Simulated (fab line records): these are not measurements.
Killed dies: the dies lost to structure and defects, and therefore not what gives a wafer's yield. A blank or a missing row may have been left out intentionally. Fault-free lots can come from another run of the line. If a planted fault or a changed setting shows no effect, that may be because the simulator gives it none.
Split-lot experiment :: flow n5_finfet :: on a route of 1938 steps: 7 lots, 21 wafers read

## ON THE SPLIT
At N5_FIN_SAQP_PECVD_48 (deposits SiNx from SiH4/NH3/N2, target thk 25 nm, time 22.1 s), the setting time_s was moved away from the recipe's 22.1 s on 6 of the 21 wafers read, by -14.1% to +6.4%. This setting was run at the recipe's value on the other wafers.

## FROM THE SPLIT TO THE READING: what the file shows between them, 14 steps
- N5_FIN_SAQP_PECVD_06: deposits a-Si from SiH4/He, target thk 60 nm, time 48.1 s (also split here: time_s)
- N5_FIN_SAQP_THK_MEAS_07
- N5_FIN_SAQP_HM_DEP_72: deposits SiO2 from SiH4/N2O, target thk 12 nm, time 7.2 s
- N5_FIN_SAQP_COAT_49: time 60 s, resist thk 100 nm
- N5_FIN_SAQP_HM_OPEN_73: chemistry CHF3/O2, target SiO2, stops on a-Si, target depth 12 nm, time 16.8 s
- N5_FIN_SAQP_STRIP_74: strips in CHF3/O2
- N5_FIN_SAQP_MANDREL_ETCH_22: etches a-Si in HBr/Cl2, stops on SiNx, target depth 60 nm, bt time 10 s, time 30 s
- N5_FIN_SAQP_STRIP_55: strips in N2/H2
- N5_FIN_SAQP_STRIP_23: strips in SPM, time 750 s
- N5_FIN_SAQP_SRD_66: time 30 s
- N5_FIN_SAQP_RECESS_75: chemistry HF/NH3, target SiO2, target depth 14.4 nm, afs cycles 3, sublimation time 60 s
- N5_FIN_SAQP_SPACER1_ALD_24: deposits SiO2, target thk 20.3 nm, pulse time 1 s, purge time 2 s
- N5_FIN_SAQP_SPACER1_ETCHBACK_25: etches SiO2 in CHF3/O2, target depth 24.4 nm, time 12.2 s
- N5_FIN_SAQP_MANDREL1_REMOVE_56: chemistry HBr/Cl2/O2, target a-Si, stops on SiNx, bt time 10 s

## THE READING
etch.depth_nm (the simulator's own value, which no gauge read), in nm, at N5_FIN_SAQP_ETCH_57 (etches SiNx in CH3F/O2, target depth 32.5 nm, time 46.4 s). The file does not state a usual value for it. Average 24.80 nm, standard deviation 0.43 nm, over the 15 wafers here run with the recipe.

wafer: L077.2
tool, chamber at the split: pecvd-04, 0
time_s as run, s: 22.1
against the recipe: recipe
etch.depth_nm, nm: 24.33
against lot-mates on the recipe: -

wafer: L077.4
tool, chamber at the split: pecvd-04, 2
time_s as run, s: 22.1
against the recipe: recipe
etch.depth_nm, nm: 24.74
against lot-mates on the recipe: -

wafer: L077.6
tool, chamber at the split: pecvd-04, 1
time_s as run, s: 22.1
against the recipe: recipe
etch.depth_nm, nm: 24.59
against lot-mates on the recipe: -

wafer: L078.1
tool, chamber at the split: pecvd-04, 2
time_s as run, s: 22.1
against the recipe: recipe
etch.depth_nm, nm: 24.82
against lot-mates on the recipe: -

wafer: L078.5
tool, chamber at the split: pecvd-04, 1
time_s as run, s: 22.1
against the recipe: recipe
etch.depth_nm, nm: 24.61
against lot-mates on the recipe: -

wafer: L078.6
tool, chamber at the split: pecvd-04, 2
time_s as run, s: 19.76
against the recipe: -10.6%
etch.depth_nm, nm: 22.33
against lot-mates on the recipe: -2.39

wafer: L079.4
tool, chamber at the split: pecvd-03, 1
time_s as run, s: 22.1
against the recipe: recipe
etch.depth_nm, nm: 25.6
against lot-mates on the recipe: -

wafer: L079.5
tool, chamber at the split: pecvd-03, 2
time_s as run, s: 22.1
against the recipe: recipe
etch.depth_nm, nm: 24.72
against lot-mates on the recipe: -

wafer: L079.6
tool, chamber at the split: pecvd-03, 0
time_s as run, s: 22.1
against the recipe: recipe
etch.depth_nm, nm: 25.08
against lot-mates on the recipe: -

wafer: L082.1
tool, chamber at the split: pecvd-04, 1
time_s as run, s: 22.1
against the recipe: recipe
etch.depth_nm, nm: 24.28
against lot-mates on the recipe: -

wafer: L082.4
tool, chamber at the split: pecvd-04, 1
time_s as run, s: 18.99
against the recipe: -14.1%
etch.depth_nm, nm: 21.11
against lot-mates on the recipe: -3.17

wafer: L082.6
tool, chamber at the split: pecvd-04, 0
time_s as run, s: 18.99
against the recipe: -14.1%
etch.depth_nm, nm: 21.26
against lot-mates on the recipe: -3.02

wafer: L084.3
tool, chamber at the split: pecvd-03, 1
time_s as run, s: 22.1
against the recipe: recipe
etch.depth_nm, nm: 25.55
against lot-mates on the recipe: -

wafer: L084.4
tool, chamber at the split: pecvd-03, 0
time_s as run, s: 22.1
against the recipe: recipe
etch.depth_nm, nm: 25.24
against lot-mates on the recipe: -

wafer: L084.5
tool, chamber at the split: pecvd-03, 1
time_s as run, s: 20.74
against the recipe: -6.2%
etch.depth_nm, nm: 23.97
against lot-mates on the recipe: -1.43

wafer: L086.2
tool, chamber at the split: pecvd-03, 0
time_s as run, s: 22.1
against the recipe: recipe
etch.depth_nm, nm: 24.06
against lot-mates on the recipe: -

wafer: L086.3
tool, chamber at the split: pecvd-03, 2
time_s as run, s: 22.1
against the recipe: recipe
etch.depth_nm, nm: 24.67
against lot-mates on the recipe: -

wafer: L086.4
tool, chamber at the split: pecvd-03, 0
time_s as run, s: 23.52
against the recipe: +6.4%
etch.depth_nm, nm: 26.09
against lot-mates on the recipe: +1.72

wafer: L089.1
tool, chamber at the split: pecvd-03, 2
time_s as run, s: 19.22
against the recipe: -13.0%
etch.depth_nm, nm: 21.62
against lot-mates on the recipe: -3.25

wafer: L089.3
tool, chamber at the split: pecvd-03, 0
time_s as run, s: 22.1
against the recipe: recipe
etch.depth_nm, nm: 24.56
against lot-mates on the recipe: -

wafer: L089.5
tool, chamber at the split: pecvd-03, 0
time_s as run, s: 22.1
against the recipe: recipe
etch.depth_nm, nm: 25.18
against lot-mates on the recipe: -

FIT RESULTS
A straight line over all 21 wafers: etch.depth_nm changes by +0.241 nm for each +1% of time_s; r = +0.96; the points scatter about the line by 0.43 nm.
The same after taking each lot's own level away (the mean of its wafers on the recipe; 21 wafers): +0.232 nm for each +1%; r = +0.98; scatter 0.24 nm.
That fit puts the effect of the largest move of time_s on the reading at 3.3 nm.
Across the lots, their own levels run from 24.280 to 25.395 nm, a range of 2.6 times the standard deviation given above.
So the lot-to-lot level changes the slope little: the two slopes agree.
Check: with one of the wafers moved furthest among these (-14.1%) left out of the fit, the line predicts -3.27 nm for it against its lot-mates. It came out at -3.17 nm against them.

## THE OTHER SPLITS THESE WAFERS WENT THROUGH
Note: prior to the reading, these wafers also went through further splits. Each is held against what the fit with the lots' levels taken away leaves over:
other split on the same wafers: N5_ZERO_LAYER_EXPOSE_08 dose_mj
wafers away from the commonest value: 8
r with etch.depth_nm (lot level and that fit taken away): +0.01

other split on the same wafers: N5_ZERO_LAYER_DEVELOP_10 develop_time_s
wafers away from the commonest value: 9
r with etch.depth_nm (lot level and that fit taken away): +0.14

other split on the same wafers: N5_WELL_APT_EXPOSE_22 dose_mj
wafers away from the commonest value: 10
r with etch.depth_nm (lot level and that fit taken away): +0.00

other split on the same wafers: N5_WELL_APT_PEB_23 peb_time_s
wafers away from the commonest value: 8
r with etch.depth_nm (lot level and that fit taken away): +0.00

other split on the same wafers: N5_FIN_SAQP_PECVD_06 time_s
wafers away from the commonest value: 8
r with etch.depth_nm (lot level and that fit taken away): +0.06

## THE WHOLE CHAIN: every reading that the file lists as answering this split, in the file's order
step: N5_FIN_SAQP_PECVD_48
what it does: deposits SiNx from SiH4/NH3/N2, target thk 25 nm, time 22.1 s
reading: SiNx_of_FIN_SAQP_PECVD_48.thk_nm (the simulator's own value, which no gauge read)
change (the file's fit): +0.236 nm for each +1% of the setting
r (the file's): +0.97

step: N5_FIN_SAQP_MANDREL_ETCH_22
what it does: etches a-Si in HBr/Cl2, stops on SiNx, target depth 60 nm, bt time 10 s, time 30 s
reading: SiNx_of_FIN_SAQP_PECVD_48.thk_nm (the simulator's own value, which no gauge read)
change (the file's fit): +0.234 nm for each +1% of the setting
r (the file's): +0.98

step: N5_FIN_SAQP_ETCH_57
what it does: etches SiNx in CH3F/O2, target depth 32.5 nm, time 46.4 s
reading: etch_rf_on_time_s
change (the file's fit): withheld for each +1% of the setting
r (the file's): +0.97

step: N5_FIN_SAQP_ETCH_57
what it does: etches SiNx in CH3F/O2, target depth 32.5 nm, time 46.4 s
reading: etch.depth_nm (the simulator's own value, which no gauge read)
change (the file's fit): +0.234 nm for each +1% of the setting
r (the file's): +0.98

## THE FILE'S OWN FIT
etch.depth_nm changes by +0.234 nm for each +1% of time_s, r = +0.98.
